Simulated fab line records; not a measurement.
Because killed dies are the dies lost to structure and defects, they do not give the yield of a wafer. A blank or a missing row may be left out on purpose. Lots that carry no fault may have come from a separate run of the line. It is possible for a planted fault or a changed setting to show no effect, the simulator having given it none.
Which tool was responsible?	flow nand harc	at 1 step of a route of 1302, 7 lots with 21 wafers sampled

== WHAT EACH GAUGE READ, for each wafer ==
NHARC_P_M1_CD_MEAS_16.
lot	measured	on	cd nm (nm)
L712	day 7 06:38	cd sem-03	130.3 131.4 130.1
L717	day 9 01:32	cd sem-01	131.0 131.2 131.3
L720	day 10 09:31	cd sem-01	131.3 129.4 130.7
L723	day 11 14:04	cd sem-03	131.4 131.1 130.7
L729	day 13 23:52	cd sem-01	129.8 131.5 129.2
L731	day 14 19:35	cd sem-01	130.3 129.7 130.4
L733	day 15 23:58	cd sem-02	129.0 130.7 130.0

== WHICH TOOL RAN EACH LOT (tool, then ch and the chambers of the sampled wafers, then the start) ==
The record holds no process step before these readings.

== THE ANSWER, worked out from the rows above alone ==
Rule: the usual values come from the lots themselves. The widest of any qualifying gaps counts: lots, ordered by their means at a reading, are off when they make up no more than a third of the lots, leave a main group of 4 or more, and stand apart from it by 3 or more times the standard deviation of that group's means. The tables above print the reading to a certain number of digits; a main group whose means all agree to those digits is not used. Also off: a lot with no number at a reading for which 4 or more lots have one. All remaining lots with rows at the step are treated as sound.
None of the lots is off at any reading shown; this tells nothing.

== WHAT WAS PUT IN BY THE SIMULATOR ==
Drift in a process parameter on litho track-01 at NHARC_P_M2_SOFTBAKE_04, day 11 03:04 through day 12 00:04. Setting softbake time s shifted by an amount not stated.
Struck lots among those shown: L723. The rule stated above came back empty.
